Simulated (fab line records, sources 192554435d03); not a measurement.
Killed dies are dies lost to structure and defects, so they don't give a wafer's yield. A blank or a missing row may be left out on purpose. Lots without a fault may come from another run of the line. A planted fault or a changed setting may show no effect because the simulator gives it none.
Chamber matching | flow n5_finfet | N5_BEOL_M0_SAQP_MANDREL1_REMOVE_100 on rie_si-06: 4 sister chambers
The step chemistry HBr/Cl2/O2, target a-Si, stops on SiNx, bt time 10 s. 14 wafers are shown with their chamber, then 7 later ones without.

WAFERS WITH THEIR CHAMBER
wafer  | chamber | oes_product_au (a.u.) | rf_fwd_power_W (W)
L075.1 | 1       | 0.987                 | 597.3
L075.4 | 3       | 0.989                 | 595.2
L075.6 | 2       | 0.975                 | 596.7
L079.2 | 0       | 0.993                 | 595.3
L079.4 | 1       | 0.992                 | 598.7
L079.5 | 1       | 0.986                 | 597.5
L081.1 | 1       | 1.000                 | 593.9
L081.2 | 0       | 0.977                 | 595.7
L081.6 | 0       | 0.983                 | 594.1
L090.2 | 1       | 0.994                 | 599.8
L090.3 | 2       | 0.980                 | 595.5
L090.5 | 0       | 0.994                 | 595.3
L092.2 | 3       | 1.004                 | 594.7
L092.3 | 0       | 0.992                 | 595.9

SIGNATURES (means of the wafers above)
reading        | chamber 0 | chamber 1 | chamber 2 | chamber 3 | scatter within a chamber
oes_product_au | 0.98780   | 0.99180   | 0.97750   | 0.99650   | 0.0069
rf_fwd_power_W | 595.260   | 597.440   | 596.100   | 594.950   | 1.5
Rule: a wafer's distance from a chamber is the root of the sum, over the readings, of the square of ((its reading less the chamber's mean) divided by the reading's scatter). The wafer belongs to the nearest chamber; if the next one is less than 2 further off, it can't be placed. The scatter: the root of (the sum of the squares of (reading less its chamber's mean) over the shown wafers, divided by (wafers less chambers)).

WAFERS WITHOUT THEIR CHAMBER
wafer  | oes_product_au (a.u.) | rf_fwd_power_W (W)
L092.5 | 0.997                 | 595.5
L095.1 | 0.983                 | 598.8
L095.2 | 0.995                 | 593.1
L095.3 | 0.989                 | 595.9
L096.3 | 0.992                 | 595.8
L096.5 | 0.993                 | 599.9
L096.6 | 0.984                 | 596.5

WHICH CHAMBER EACH WENT THROUGH
wafer  | from the rows above               | in truth
L092.5 | can't be placed: 3 or 0 or 1      | 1
L095.1 | can't be placed: 1 or 2 or 0 or 3 | 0
L095.2 | can't be placed: 3 or 0 or 1 or 2 | 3
L095.3 | can't be placed: 0 or 1 or 3 or 2 | 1
L096.3 | can't be placed: 0 or 3 or 1 or 2 | 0
L096.5 | can't be placed: 1 or 0 or 3 or 2 | 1
L096.6 | can't be placed: 2 or 0 or 1 or 3 | 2
Placed correctly: 0 of 7. Can't be placed from these rows: 7 (the true chamber is among the candidates in 7). Placed wrongly: 0.
